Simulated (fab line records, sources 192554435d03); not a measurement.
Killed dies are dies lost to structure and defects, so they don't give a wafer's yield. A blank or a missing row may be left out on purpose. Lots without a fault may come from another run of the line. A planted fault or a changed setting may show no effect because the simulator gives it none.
fab line records | flow n5_finfet
record lots=4 wafers=12 last_day=18
route steps=1938 shown BEOL_M0@741 BEOL_M1@751 BEOL_M4@1111
lots that met no fault: from a run of the same line without faults
start_h: hours from the record's first day to the start of the lot's first wafer shown | wait_h: hours since the lot's step before | " the same as in the row above | L1.1+2: a row that stands for several wafers | - no value, or no start given | * or withheld: withheld | < > ~ a bound
route shown NAME@n: a module of which the file shows steps, and the number in the route of the first | usual: mean/standard deviation of fault-free wafers | same: alike in all rows | chamber/n: place in a boat | sites: the reading at each site | _std_site: their standard deviation | _edge_site: outer sites' mean less inner sites' | radius_mm: how far each site lies from the wafer's centre | mask NAME#n: copy n | behind: the tool/chamber that last shaped the wafer | hold: why the lot was held/for how many hours/how that ended | device: the transistor (n, p or np) that didn't switch | end of line: the same wafers' tests at the end of the route | a step without rows: its recipe alone | killed: dies lost to structure and defects at the first sort, not the wafer's yield | map: a wafer's dies, x killed, . not, _ none there
set.NAME: the setting as run; set.NAME@STEP: as run at that earlier step | model.NAME: the simulator's own value behind a step, which no gauge read
lots at some steps of the route; a table a step, a row a wafer
services: from which hour (start_h, from the record's first day; less than 0 if before it) a tool's chamber was out of use, for how many hours, and why
## steps
# step N5_BEOL_M0_ECD_118
# recipe material=Cu target_thk_a=3000
# step N5_BEOL_M0_ANNEAL_119
# recipe temp_c=225 time_s=90 ambient=N2
# step N5_BEOL_M0_CMP_120
# recipe stop_on=SiOC t_overpolish_s=6.9 down_force_psi=1 platen_rpm=50 clearing_platen_down_force_psi=1.5 clearing_platen_rpm=50 post_cmp_clean=cu_alkaline clearing_platen_pad_velocity_m_s=0.99484 pad_velocity_m_s=0.99484
# step N5_BEOL_M0_PRE_CLEAN_131
# recipe gas=NH3/H2 time_s=15 temp_c=* rf_power_w=300
# step N5_BEOL_M0_CO_CAP_123
# recipe material=Co target_thk_a=20 temp_c=200 precursor=CCTBA/H2 pressure_torr=30 time_s=102.1
# step N5_BEOL_M0_PRE_CLEAN_124
# recipe gas=NH3 time_s=15 temp_c=withheld rf_power_w=300
# step N5_BEOL_M0_DEP_125
# recipe material=SiCN target_thk_a=80 temp_c=withheld precursor=3MS/NH3 pressure_torr=3 rf_w=202 time_s=14
# step N5_BEOL_M1_ILD_DEP_00
# recipe material=SiOC target_thk_a=790 temp_c=350 precursor=DEMS/O2 pressure_torr=5 rf_w=500 time_s=15.3
# step N5_BEOL_M1_PECVD_72
# recipe material=SiO2 target_thk_a=160 temp_c=400 precursor=TEOS/O2 pressure_torr=5.5 rf_w=450 teos_flow_sccm=53.8 gas=O2 flow_sccm=3000 time_s=18
# usual heater_power_w=714/59 showerhead_plenum_p_Torr=8.78/0.048 susceptor_temp_C=399.96/0.25 throttle_valve_pct=23.1/1.2
# same time_s=18
# columns lot.wafer tool chamber start_h wait_h heater_power_w showerhead_plenum_p_Torr susceptor_temp_C throttle_valve_pct model.SiO2_of_BEOL_M1_PECVD_72.thk_nm
L720.2 pecvd-03 0 158.10 0.0 714 8.79 399.88 22.8 15.6
L720.3 " 1 " " 733 8.77 400.01 24.6 15.6
L720.4 " 2 " " 629 8.79 400.04 21.9 15.6
L727.1 pecvd-03 1 198.12 0.0 636 8.78 399.78 24.5 15.8
L727.3 " 2 " " 574 8.81 386.69 22.1 17
L727.4 " 0 " " 683 8.76 400.03 23.0 15.8
L730.2 pecvd-03 1 220.73 0.0 764 8.78 399.82 24.6 15.6
L730.4 " 2 " " 523 8.81 387.13 22.2 17.2
L730.6 " 0 " " 735 8.77 400.11 22.9 15.8
L734.3 pecvd-01 1 239.75 0.1 739 8.86 400.20 22.8 16.2
L734.4 " 0 " " 764 8.78 399.93 24.0 16
L734.6 " 0 " " 740 8.78 399.78 23.7 16
# step N5_BEOL_M1_HM_DEP_02
# recipe material=TiN target_thk_a=200 temp_c=25 chamber_pressure_pa=0.49996
# step N5_BEOL_M1_COAT_61
# recipe resist=SOC temp_c=250 time_s=60 spin_rpm=1500 resist_thk_nm=60
# step N5_BEOL_M1_COAT_62
# recipe resist=SiARC temp_c=220 time_s=60 spin_rpm=1500 resist_thk_nm=12
# step N5_BEOL_M1_COAT_73
# recipe resist=underlayer temp_c=205 time_s=60 spin_rpm=1500 resist_thk_nm=5
# step N5_BEOL_M1_COAT_05
# recipe resist=CAR-EUV spin_rpm=1500 resist_thk_nm=30
# step N5_BEOL_M1_EBR_07
# recipe solvent=PGMEA ebr_width_mm=1.5
# step N5_BEOL_M1_SOFTBAKE_06
# recipe temp_c=110 time_s=60 resist=CAR-EUV
# step N5_BEOL_M1_EXPOSE_08
# recipe mask_id=M1 na=0.33 source_shape=dipole sigma_inner=0.369 sigma_outer=0.767 polarization=unpolarized dose_mj=33
# step N5_BEOL_M1_PEB_09
# recipe peb_temp_c=100 peb_time_s=60 resist=CAR-EUV
# step N5_BEOL_M1_DEVELOP_10
# recipe develop_time_s=30 developer=TMAH resist=CAR-EUV rinse_liquid=surfactant_rinse dry=air_spin dev_temp_c=23
# step N5_BEOL_M1_DESCUM_16
# recipe chemistry=O2 time_s=7 source_power_w=50 bias_power_w=20 pressure_mtorr=20 rf_frequency_hz=2.712e+07 temp_c=40 resist=CAR-EUV o2_flow_sccm=225
# step N5_BEOL_M1_ETCH_74
# recipe chemistry=N2/H2 target=underlayer target_depth_a=65 mask_material=CAR-EUV time_s=5.2 ion_energy_ev=200 pressure_mtorr=30 source_w=840 bias_w=150 n2_flow_sccm=200 h2_flow_sccm=200 ends=cleared
# step N5_BEOL_M1_ETCH_63
# recipe chemistry=CF4 target=SiARC target_depth_a=156 mask_material=CAR-EUV time_s=26 ion_energy_ev=80 pressure_mtorr=40 source_w=545 bias_w=36 Ar_flow_sccm=100 cf4_flow_sccm=100 ends=cleared
# step N5_BEOL_M1_ETCH_64
# recipe chemistry=N2/H2 target=SOC target_depth_a=750 overetch_a=150 mask_material=SiARC temp_c=40 time_s=112.5 ion_energy_ev=200 pressure_mtorr=30 source_w=840 bias_w=150 n2_flow_sccm=200 h2_flow_sccm=200
# step N5_BEOL_M1_STRIP_65
# recipe chemistry=N2/H2 temp_c=40 n2_flow_sccm=200 h2_flow_sccm=200 rf_frequency_hz=6e+07
# step N5_BEOL_M1_STRIP_75
# recipe chemistry=N2/H2 temp_c=40 n2_flow_sccm=200 h2_flow_sccm=200 rf_frequency_hz=6e+07
# step N5_BEOL_M1_STRIP_66
# recipe chemistry=CF4 resist=SiARC power_w=300 bias_power_w=75 pressure_mtorr=50 cf4_flow_sccm=150 rf_frequency_hz=6e+07
# step N5_BEOL_M1_HM_OPEN_17
# recipe chemistry=Cl2/BCl3 target_depth_a=200 overetch_a=60 target=TiN mask_material=SOC ion_energy_ev=150 pressure_mtorr=10 icp_w=1000 bias_w=126 Cl2_flow_sccm=53.25 bcl3_flow_sccm=21.75 Ar_flow_sccm=25
# step N5_BEOL_M1_STRIP_19
# recipe chemistry=O2 power_w=400 temp_c=40 pressure_mtorr=30 rf_frequency_hz=6e+07 bias_power_w=0 overash_fraction=0.2 o2_flow_sccm=225
# step N5_BEOL_M1_COAT_67
# recipe resist=SOC temp_c=250 time_s=60 spin_rpm=1500 resist_thk_nm=60
# step N5_BEOL_M1_COAT_68
# recipe resist=SiARC temp_c=220 time_s=60 spin_rpm=1500 resist_thk_nm=12
# step N5_BEOL_M1_COAT_76
# recipe resist=underlayer temp_c=205 time_s=60 spin_rpm=1500 resist_thk_nm=5
# step N5_BEOL_M1_COAT_22
# recipe resist=CAR-EUV spin_rpm=1500 resist_thk_nm=30
# step N5_BEOL_M1_EBR_24
# recipe solvent=PGMEA ebr_width_mm=1.5
# step N5_BEOL_M1_SOFTBAKE_23
# recipe temp_c=110 time_s=60 resist=CAR-EUV
# step N5_BEOL_M1_HM_STRIP_39
# recipe chemistry=peroxide_tin_strip material=TiN target_depth_a=250 temp_c=50 time_s=158
# usual temp_c=50.00/0.11
# same time_s=158
# columns lot.wafer tool chamber start_h wait_h temp_c model.SiO2_of_BEOL_M1_PECVD_72.thk_nm
L720.2 wet_bench-04 6 161.01 0.0 49.74 15.4
L720.3 " 3 " " 49.90 15.4
L720.4 " 7 " " 50.09 15.6
L727.1 wet_bench-01 4 204.16 0.0 50.07 15.6
L727.3 " 2 " " 50.13 16.8
L727.4 " 1 " " 49.98 15.6
L730.2 wet_bench-02 1 237.81 0.0 49.98 15.4
L730.4 " 4 " " 50.06 17
L730.6 " 0 " " 50.04 15.6
L734.3 wet_bench-04 3 264.17 0.0 50.01 16
L734.4 " 0 " " 50.10 15.8
L734.6 " 7 " " 49.96 15.8
# step N5_BEOL_M4_RC_MEAS_101
# usual DIBL_N=36.0/1.6 DIBL_P=35.8/2 IOFF_N=0.152/0.03 IOFF_P=0.20/0.031 ION_N=670/12 ION_P=459/7.4 SS_N=71.5/0.56 SS_P=73.2/0.64 VT_N=251/3.5 VT_P=-252/3.3
# columns lot.wafer tool chamber start_h wait_h DIBL_N[mV/V] DIBL_P[mV/V] IOFF_N[nA/um] IOFF_P[nA/um] ION_N[uA/um] ION_P[uA/um] SS_N[mV/dec] SS_P[mV/dec] VT_N[mV] VT_P[mV]
L720.2 prober-02 0 239.00 0.2 36.8 36.3 0.168 0.19 676 456 71.7 72.9 250 -253
L720.3 " 0 " " 37.7 38.8 0.193 0.23 682 463 72.0 74.0 248 -253
L720.4 " 0 " " 36.4 36.6 0.169 0.20 684 463 71.2 73.4 249 -254
L727.1 prober-02 0 262.11 0.0 35.1 35.8 0.133 0.18 669 455 71.4 72.8 252 -254
L727.3 " 0 " " 38.1 39.6 0.190 0.22 668 454 72.8 73.3 247 -250
L727.4 " 0 " " 37.1 39.3 0.179 0.23 684 470 71.6 72.8 247 -251
L730.2 prober-01 0 302.10 0.2 33.0 33.7 0.120 0.17 679 465 70.4 72.4 249 -252
L730.4 " 0 " " 38.4 39.0 0.209 0.24 684 459 72.5 73.8 247 -249
L730.6 " 0 " " 35.6 36.1 0.155 0.20 675 466 71.2 72.8 248 -250
L734.3 prober-02 0 329.27 0.3 34.8 33.4 0.128 0.20 659 464 71.4 73.2 252 -246
L734.4 " 0 " " 36.7 35.4 0.155 0.24 676 468 71.2 73.9 249 -246
L734.6 " 0 " " 36.1 34.2 0.141 0.21 667 461 71.7 73.1 251 -248
## services
# columns tool chamber start_h hours kind
pecvd-03 - 162.43 2.2 repair
pecvd-01 2 215.87 20.5 repair
pecvd-03 1 223.73 6.0 repair
pecvd-03 2 234.72 9.0 repair
pecvd-01 2 236.42 - clean
pecvd-01 2 236.42 - consumable_replace:showerhead
pecvd-01 2 236.42 29.0 scheduled_down
pecvd-01 2 236.42 29.0 vent_cycle
## key
first_sign step=N5_BEOL_M1_PECVD_72 reading=susceptor_temp_C direction=down sigmas=53 usual=* struck=*
effect none on later readings
model_effect step=N5_BEOL_M1_PECVD_72 value=SiO2_of_BEOL_M1_PECVD_72.thk_nm without=15.7 struck=17.1
model_effect step=N5_BEOL_M1_HM_STRIP_39 value=SiO2_of_BEOL_M1_PECVD_72.thk_nm without=15.5 struck=16.9
met_at N5_BEOL_M1_PECVD_72
struck_wafers L727.3,L730.4
baseline_loss step=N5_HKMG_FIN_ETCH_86 wafers=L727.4
onset_between 158.10 198.12
fault kind=process_parameter_drift tool=pecvd-03 chamber=2 onset_h=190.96 steps=N5_BEOL_M1_PECVD_72 channel=temp_c offset=* shape=step end_h=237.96 acts_in=* stated=*
# baseline_loss: these wafers lose ten dies or more at that step, a loss of the line's own and not of a fault; the sort's usual values leave them out
